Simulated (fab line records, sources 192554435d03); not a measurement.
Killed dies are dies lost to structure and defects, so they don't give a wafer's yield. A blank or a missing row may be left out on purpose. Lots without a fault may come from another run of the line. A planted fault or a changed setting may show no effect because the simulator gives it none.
Chamber matching | flow n5_finfet | N5_BEOL_M6_CURE_74 on uv_cure-02: 3 sister chambers
The step cures SiCOH lowk, time 240 s. 3 wafers are shown with their chamber, then 10 later ones without.

WAFERS WITH THEIR CHAMBER
wafer  | chamber | wafer_temp_C_max
L081.6 | 2       | 385.9
L085.3 | 1       | 386.6
L086.3 | 0       | 389.3

WAFERS WITHOUT THEIR CHAMBER
wafer  | wafer_temp_C_max
L086.4 | 387.6
L092.1 | 386.0
L092.2 | 386.1
L092.3 | 386.3
L094.3 | 388.1
L094.4 | 388.1
L094.6 | 387.9
L097.2 | 386.2
L097.3 | 385.7
L097.5 | 385.9

WHICH CHAMBER EACH WENT THROUGH
wafer  | from the rows above          | in truth
L086.4 | can't be placed: 1 or 0 or 2 | 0
L092.1 | can't be placed: 2 or 1      | 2
L092.2 | can't be placed: 2 or 1      | 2
L092.3 | can't be placed: 1 or 2      | 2
L094.3 | can't be placed: 0 or 1 or 2 | 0
L094.4 | can't be placed: 0 or 1 or 2 | 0
L094.6 | can't be placed: 1 or 0 or 2 | 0
L097.2 | can't be placed: 2 or 1      | 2
L097.3 | can't be placed: 2 or 1      | 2
L097.5 | can't be placed: 2 or 1      | 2
Placed correctly: 0 of 10. Can't be placed from these rows: 10 (the true chamber is among the candidates in 10). Placed wrongly: 0.
How it was worked out, from the rows above alone: a wafer's distance from a chamber is the root of the sum, over the readings, of the square of ((its reading less the chamber's mean) divided by the reading's scatter). The wafer belongs to the nearest chamber; if the next one is less than 2 further off, it can't be placed. A chamber's mean is the mean of its shown wafers. The scatter: with one shown wafer a chamber, the root of the mean of the squares of how far each hidden wafer lies from its nearest shown one.
